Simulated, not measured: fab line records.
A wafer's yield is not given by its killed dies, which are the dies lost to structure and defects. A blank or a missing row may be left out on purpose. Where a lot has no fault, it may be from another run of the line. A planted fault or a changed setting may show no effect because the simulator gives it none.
A struck lot beside a sound one	flow n5_finfet	40 out of 1938 route steps
Sound: these wafers, L342.1, L342.5, L342.6. Struck: wafer L331.5 (left out: L331.3, L331.6 of the same lot, which were not struck); the cause appears at the end.
At each step with rows: each side's tool, then ch and its chambers, then its first start. Under that, the readings that differ: sound wafers	struck wafers	difference of the means	sigmas: that difference in standard deviations of wafers without a fault.
alike: same words and numbers on both sides, and readings whose means sit less than 2 such deviations apart. not compared: any withheld reading, any reading some wafer has no value for, any bound like >300 that may hide the same value, and any number with overlapping values for which the record gives no deviation.
A row with sigmas, a row that says differs or no value, or rows on one side alone: a step with any of these is where the two part. Numbers that have no deviation but don't overlap get no sigmas and don't part them. A reading missing from all wafers of one side parts the sides only when that side holds two or more wafers.

first, 8 steps without rows for these wafers: N5_BEOL_M0_ANNEAL_119 (time 90 s); N5_BEOL_M0_CMP_120 (polishes, stops on SiOC, t overpolish 6.9 s); N5_BEOL_M0_PRE_CLEAN_131 (time 15 s); N5_BEOL_M0_CO_CAP_123 (material Co, precursor CCTBA/H2, target thk 2 nm, time 102.1 s); N5_BEOL_M0_PRE_CLEAN_124 (time 15 s); N5_BEOL_M0_DEP_125 (deposits SiCN from 3MS/NH3, target thk 8 nm, time 14 s); N5_BEOL_M1_ILD_DEP_00 (deposits SiOC from DEMS/O2, target thk 79 nm, time 15.3 s); N5_BEOL_M1_PECVD_72 (deposits SiO2 from TEOS/O2, target thk 16 nm, time 18 s).
N5_BEOL_M1_HM_DEP_02: deposits TiN, target thk 20 nm.
  struck on pvd_sputter-01, day 9 04:03; sound on pvd_sputter-01, day 11 23:48
reading	sound	struck	difference	sigmas
model.TiN_of_BEOL_M1_HM_DEP_02.thk_nm (nm)	20.2 20 20	30.4	+10.3	
  alike: susceptor_temp_C, throttle_valve_pct
then, 16 steps without rows for these wafers: N5_BEOL_M1_COAT_61 (time 60 s, resist thk 60 nm); N5_BEOL_M1_COAT_62 (time 60 s, resist thk 12 nm); N5_BEOL_M1_COAT_73 (time 60 s, resist thk 5 nm); N5_BEOL_M1_COAT_05 (resist thk 30 nm); N5_BEOL_M1_EBR_07; N5_BEOL_M1_SOFTBAKE_06 (time 60 s); N5_BEOL_M1_EXPOSE_08 (exposes mask M1); N5_BEOL_M1_PEB_09 (peb time 60 s); N5_BEOL_M1_DEVELOP_10 (develop time 30 s); N5_BEOL_M1_DESCUM_16 (chemistry O2, time 7 s); N5_BEOL_M1_ETCH_74 (etches underlayer in N2/H2, target depth 6.5 nm, time 5.2 s); N5_BEOL_M1_ETCH_63 (etches SiARC in CF4, target depth 15.6 nm, time 26 s); N5_BEOL_M1_ETCH_64 (etches SOC in N2/H2, target depth 75 nm, overetch 15 nm, time 112.5 s); N5_BEOL_M1_STRIP_65 (strips in N2/H2); N5_BEOL_M1_STRIP_75 (strips in N2/H2); N5_BEOL_M1_STRIP_66 (strips in CF4).
N5_BEOL_M1_HM_OPEN_17: chemistry Cl2/BCl3, target TiN, target depth 20 nm, overetch 6 nm.
  sound on rie_metal-02 ch 0,1, day 12 00:34; struck on rie_metal-01 ch 1, day 9 04:50
reading	sound	struck	difference	sigmas
model.etch.depth_nm (nm)	20.13 19.96 20.06	25.17	+5.12	
  alike: drypump_motor_current_A, oes_ar_750_au, oes_product_au, throttle_valve_pct
  not compared: rf_hours_counter_h
then, 8 steps without rows for these wafers: N5_BEOL_M1_STRIP_19 (strips in O2); N5_BEOL_M1_COAT_67 (time 60 s, resist thk 60 nm); N5_BEOL_M1_COAT_68 (time 60 s, resist thk 12 nm); N5_BEOL_M1_COAT_76 (time 60 s, resist thk 5 nm); N5_BEOL_M1_COAT_22 (resist thk 30 nm); N5_BEOL_M1_EBR_24; N5_BEOL_M1_SOFTBAKE_23 (time 60 s); N5_BEOL_M1_EXPOSE_25 (exposes mask V0, defocus 5 nm, target cd 24 nm).
N5_BEOL_M1_ETCHBACK_99: etches SiO2 in CHF3, target depth 5 nm, time 10.4 s.
  sound on rie_diel-01 ch 0,1, day 12 07:52; struck on rie_diel-02 ch 0, day 9 13:29
reading	sound	struck	difference	sigmas
drypump_motor_current_A (A)	6.3 6.3 5.4	5.0	-1.0	-2
oes_product_au (a.u.)	0.91 0.91 0.72	0.33	-0.52	-6
  alike: oes_ar_750_au, rf_vpp_V, showerhead_plenum_p_Torr, throttle_valve_pct
  not compared: rf_hours_counter_h
N5_BEOL_M1_TRENCH_ETCH_37: etches SiOC in C4F6/O2, target depth 55.207 nm, time 29 s.
  sound on rie_diel-01 ch 0,1; struck on rie_diel-02 ch 0
reading	sound	struck	difference	sigmas
drypump_motor_current_A (A)	6.4 6.4 5.4	5.0	-1.1	-2
model.TiN_of_BEOL_M1_HM_DEP_02.thk_nm (nm)	17.8 17.6 17.8	28.2	+10.5	
  alike: oes_ar_750_au, oes_product_au, rf_vpp_V, showerhead_plenum_p_Torr, throttle_valve_pct
  not compared: rf_hours_counter_h
N5_BEOL_M1_OCD_MEAS_38:
  struck on ocd-01, day 9 13:53; sound on ocd-02, day 12 08:15
reading	sound	struck	difference	sigmas
trench_depth_nm (nm)	57.3 56.8 54.9	0.4	-55.9	-51
N5_BEOL_M1_THK_MEAS_53: measures by xrf.
  struck on film_metro-01, day 9 17:59; sound on film_metro-01, day 12 12:44
  not compared: M1_THK
N5_BEOL_M4_RC_MEAS_101:
  the record has rows for the sound wafers here (prober-01 ch 0, day 13 22:54) and none for the struck ones
-- the record jumps here: 6 days lie between the struck wafers' starts before and after (it left off in module BEOL_M4 and takes up again in module PASSIVATION, whose first step shown is number 1936 of the route) --
N5_PASSIVATION_PROBE_49:
  record: rows for the struck wafers here (prober-01, day 15 23:41), none for the sound ones

== WHERE THEY PART ==
At N5_BEOL_M1_ETCHBACK_99 first; at N5_PASSIVATION_PROBE_49 last (within this record only).

WHY: whatever the simulator had introduced
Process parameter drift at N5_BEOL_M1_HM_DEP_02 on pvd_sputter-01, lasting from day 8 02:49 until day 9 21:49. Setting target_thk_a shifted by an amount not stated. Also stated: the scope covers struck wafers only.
